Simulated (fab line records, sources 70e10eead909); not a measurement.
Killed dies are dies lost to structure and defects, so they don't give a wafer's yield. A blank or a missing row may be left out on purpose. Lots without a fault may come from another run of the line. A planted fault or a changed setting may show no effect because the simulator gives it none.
Chamber matching | flow nand_harc | NHARC_A_CONTACT_ETCH_75 on rie_diel-04: 3 sister chambers
The step etches the open film in CF4, target depth 39 nm, time 65 s. 3 wafers are shown with their chamber, then 5 later ones without.

WAFERS WITH THEIR CHAMBER
wafer  | chamber | showerhead_plenum_p_Torr (Torr)
L698.5 | 0       | 1.83
L703.3 | 1       | 1.76
L703.4 | 3       | 1.80

WAFERS WITHOUT THEIR CHAMBER
wafer  | showerhead_plenum_p_Torr (Torr)
L703.5 | 1.83
L700.2 | 1.83
L700.6 | 1.76
L704.4 | 1.79
L704.6 | 1.79

WHICH CHAMBER EACH WENT THROUGH
wafer  | from the rows above | in truth
L703.5 | 0                   | 0
L700.2 | 0                   | 0
L700.6 | 1                   | 1
L704.4 | 3                   | 3
L704.6 | 3                   | 3
Placed correctly: 5 of 5. Can't be placed from these rows: 0. Placed wrongly: 0.
How it was worked out, from the rows above alone: a wafer's distance from a chamber is the root of the sum, over the readings, of the square of ((its reading less the chamber's mean) divided by the reading's scatter). The wafer belongs to the nearest chamber; if the next one is less than 2 further off, it can't be placed. A chamber's mean is the mean of its shown wafers. The scatter: with one shown wafer a chamber, the root of the mean of the squares of how far each hidden wafer lies from its nearest shown one.
